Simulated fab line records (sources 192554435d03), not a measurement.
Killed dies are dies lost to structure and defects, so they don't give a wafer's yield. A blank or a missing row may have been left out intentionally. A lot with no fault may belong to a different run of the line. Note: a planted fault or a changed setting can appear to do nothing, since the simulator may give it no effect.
A struck lot beside a sound one -- flow n5 finfet -- 14 out of 1938 route steps
Sound: wafers L383.3, L383.5, L383.6. Struck: wafer L386.6 (L386.1, L386.2, from the same lot, were not struck and are left out); the cause is given at the end.
Each step with rows lists, per side, the tool, then ch with its chambers, then its first start. Under that, the readings that differ: sound wafers -- struck wafers -- difference of the means -- sigmas: that difference in standard deviations of wafers without a fault.
alike: words and numbers the same on both sides, and readings whose means are apart by under 2 such deviations; not compared: readings that were withheld, readings missing a value for some wafer, numbers with overlapping values and no deviation given by the record, and bounds like >300 which may hide the same value.
The two part at a step that has a row with sigmas, a row that says differs or no value, or rows on one side only. Numbers that have no deviation but don't overlap get no sigmas and don't part them. Lack of a reading on every wafer of one side parts them only where that side has two or more wafers.

first, 3 steps without rows for these wafers: N5_BEOL_M7_EXPOSE_25 (exposes mask V6, target cd 40 nm); N5_BEOL_M7_PEB_26 (peb time 60 s); N5_BEOL_M7_DEVELOP_27 (develop time 30 s).
N5_BEOL_M7_CD_MEAS_28: the cd target is 40 nm.
  sound on cd sem-02 ch 0, day 9 18:31; struck on cd sem-01 ch 0, day 10 09:03
  alike: cd nm
N5_BEOL_M7_OVL_MEAS_29:
  sound on overlay-02 ch 0, day 9 18:33; struck on overlay-01 ch 0, day 10 09:05
  alike: V6_OVL
N5_BEOL_M7_INSPECT_30: inspects for defects (brightfield).
  sound on defect inspect-01, day 9 18:36; struck on defect inspect-02, day 10 09:08
reading,sound,struck,difference,sigmas
raw defect count,309 289 344,590,+276,+3
N5_BEOL_M7_DESCUM_33: chemistry O2, time 7 s.
  sound on rie diel-03 ch 1,2,3, day 9 18:38; struck on rie diel-03 ch 0, day 10 09:30
reading,sound,struck,difference,sigmas
rf vpp V (V),244.1 241.7 243.6,246.1,+3.0,+2
  alike: drypump motor current A, oes product au, showerhead plenum p Torr, throttle valve pct
  not compared: rf hours counter h
N5_BEOL_M7_ETCH_72: etches underlayer in N2/H2, target depth 6.5 nm, time 5.2 s.
  sound on rie diel-03 ch 1,2,3, day 9 18:40; struck on rie diel-03 ch 0, day 10 09:32
  alike: drypump motor current A, etch rf on time s, oes product au, rf vpp V, showerhead plenum p Torr, throttle valve pct
  not compared: rf hours counter h
N5_BEOL_M7_ETCH_65: etches SiARC in CF4, target depth 15.6 nm, time 26 s.
  sound on rie diel-03 ch 1,2,3, day 9 18:41; struck on rie diel-03 ch 0, day 10 09:33
reading,sound,struck,difference,sigmas
throttle valve pct (%),15.71 15.88 15.49,15.19,-0.50,-2
  alike: drypump motor current A, etch rf on time s, oes product au, rf vpp V, showerhead plenum p Torr
  not compared: rf hours counter h
N5_BEOL_M7_ETCH_66: etches SOC in N2/H2, target depth 80 nm, overetch 16 nm, time 120 s.
  sound on rie diel-03 ch 1,2,3, day 9 18:43; struck on rie diel-03 ch 0, day 10 09:35
  alike: drypump motor current A, oes product au, rf vpp V, run length s, showerhead plenum p Torr, throttle valve pct
  not compared: rf hours counter h
then, 2 steps without rows for these wafers: N5_BEOL_M7_STRIP_69 (strips in N2/H2); N5_BEOL_M7_STRIP_73 (strips in N2/H2).
N5_BEOL_M7_VIA_ETCH_34: etches SiCOH lowk in C4F6/O2, target depth 125.5 nm, time 50.5 s.
  sound on rie diel-03 ch 1,2,3, day 9 18:49; struck on rie diel-03 ch 0, day 10 09:41
reading,sound,struck,difference,sigmas
run length s (s),74.5 72.7 73.7,71.2,-2.4,-5
throttle valve pct (%),20.98 21.21 20.89,20.41,-0.62,-2
  alike: C4F6_flow_sccm, drypump motor current A, oes product au, rf vpp V, showerhead plenum p Torr
  not compared: rf hours counter h, model.etch.depth nm
then, 1 step without rows for these wafers: N5_BEOL_M7_STRIP_76 (strips in C4F6/O2).

## WHERE THEY PART
Last at N5_BEOL_M7_VIA_ETCH_34 as far as this record goes, first at N5_BEOL_M7_INSPECT_30.

WHY: what had been put in by the simulator
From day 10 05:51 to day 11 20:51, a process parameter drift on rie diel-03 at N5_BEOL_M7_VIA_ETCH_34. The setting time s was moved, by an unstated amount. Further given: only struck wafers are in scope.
